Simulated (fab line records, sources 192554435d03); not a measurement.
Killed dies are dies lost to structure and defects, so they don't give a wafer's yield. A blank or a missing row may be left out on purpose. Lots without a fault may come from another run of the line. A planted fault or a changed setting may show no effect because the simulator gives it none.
Split-lot experiment | flow n5_finfet | 7 lots, 21 wafers read, on a route of 1938 steps

THE SPLIT
At N5_MOL_CONTACT_COAG_COAT_64 (time 60 s, resist thk 10 nm), the setting spin_rpm was moved away from the recipe's 1500 rpm on 12 of the 21 wafers read, by -11.2% to +11.0%. The other wafers ran this setting at the recipe's value.

FROM THE SPLIT TO THE READING: what the file shows between them, 4 steps
- N5_MOL_CONTACT_COAG_COAT_34: resist thk 40 nm (also split here: spin_rpm)
- N5_MOL_CONTACT_COAG_EBR_36
- N5_MOL_CONTACT_COAG_SOFTBAKE_35: time 60 s
- N5_MOL_CONTACT_COAG_DESCUM_45: chemistry O2, time 7 s

THE READING
etch.depth_nm (the simulator's own value, which no gauge read), in nm, at N5_MOL_CONTACT_COAG_ETCH_65 (etches underlayer in N2/H2, target depth 13 nm, time 10.4 s). The file gives no usual value for it. The 9 wafers here that ran the recipe average 10.016 nm, standard deviation 0.021 nm.

wafer  | tool, chamber at the split | spin_rpm as run, rpm | against the recipe | etch.depth_nm, nm | against lot-mates on the recipe
L077.2 | litho_track-03, 0          | 1665                 | +11.0%             | 9.498             | -0.562
L077.3 | litho_track-03, 0          | 1500                 | recipe             | 10.06             | -
L077.4 | litho_track-03, 0          | 1665                 | +11.0%             | 9.511             | -0.549
L080.2 | litho_track-03, 0          | 1581                 | +5.4%              | 9.754             | -0.266
L080.4 | litho_track-03, 0          | 1581                 | +5.4%              | 9.734             | -0.286
L080.5 | litho_track-03, 0          | 1500                 | recipe             | 10.02             | -
L084.1 | litho_track-01, 0          | 1332                 | -11.2%             | 10.65             | +0.640
L084.2 | litho_track-01, 0          | 1500                 | recipe             | 10.01             | -
L084.4 | litho_track-01, 0          | 1332                 | -11.2%             | 10.66             | +0.650
L085.2 | litho_track-03, 0          | 1500                 | recipe             | 10.02             | -
L085.4 | litho_track-03, 0          | 1407                 | -6.2%              | 10.35             | +0.330
L085.5 | litho_track-03, 0          | 1500                 | recipe             | 10.02             | -
L087.2 | litho_track-01, 0          | 1500                 | recipe             | 10.03             | -
L087.3 | litho_track-01, 0          | 1586                 | +5.7%              | 9.74              | -0.290
L087.5 | litho_track-01, 0          | 1586                 | +5.7%              | 9.792             | -0.238
L090.2 | litho_track-02, 0          | 1500                 | recipe             | 9.994             | -
L090.3 | litho_track-02, 0          | 1500                 | recipe             | 10.01             | -
L090.5 | litho_track-02, 0          | 1500                 | recipe             | 9.982             | -
L091.1 | litho_track-03, 0          | 1577                 | +5.1%              | 9.741             | no lot-mate on the recipe
L091.4 | litho_track-03, 0          | 1577                 | +5.1%              | 9.716             | no lot-mate on the recipe
L091.6 | litho_track-03, 0          | 1577                 | +5.1%              | 9.708             | no lot-mate on the recipe

THE FIT
A straight line over all 21 wafers: etch.depth_nm changes by -0.0523 nm for each +1% of spin_rpm; r = -0.99; the points scatter about the line by 0.035 nm.
The same after taking each lot's own level away (the mean of its wafers on the recipe; 18 wafers): -0.0533 nm for each +1%; r = -1.00; scatter 0.023 nm.
On that fit, the largest move of spin_rpm shifts the reading by 0.6 nm.
The lots' own levels span 9.9953 to 10.0600 nm, that is 3.1 times the standard deviation above.
So the lot-to-lot level changes the slope little: the two slopes agree.
Check: with one of the wafers moved furthest among these (-11.2%) left out of the fit, the line predicts +0.601 nm for it against its lot-mates. It came out at +0.64 nm against them.

OTHER SPLITS ON THESE WAFERS
These wafers also went through other splits before the reading. Each is held against what the fit with the lots' levels taken away leaves over:
other split on the same wafers       | wafers away from the commonest value | r with etch.depth_nm (lot level and that fit taken away)
N5_MOL_CONTACT_COAG_ETCH_110 bias_w  | 7                                    | -0.10
N5_MOL_CONTACT_COAG_COAT_34 spin_rpm | 9                                    | +0.26

THE WHOLE CHAIN: every reading that the file lists as answering this split, in the file's order
step                        | what it does                                                | reading                                                                                        | change (the file's fit)                | r (the file's)
N5_MOL_CONTACT_COAG_COAT_64 | time 60 s, resist thk 10 nm                                 | underlayer_of_MOL_CONTACT_COAG_COAT_64.thk_nm (the simulator's own value, which no gauge read) | -0.0488 nm for each +1% of the setting | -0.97
N5_MOL_CONTACT_COAG_ETCH_65 | etches underlayer in N2/H2, target depth 13 nm, time 10.4 s | etch.depth_nm (the simulator's own value, which no gauge read)                                 | -0.0529 nm for each +1% of the setting | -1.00

THE FILE'S OWN FIT
etch.depth_nm changes by -0.0529 nm for each +1% of spin_rpm, r = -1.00.
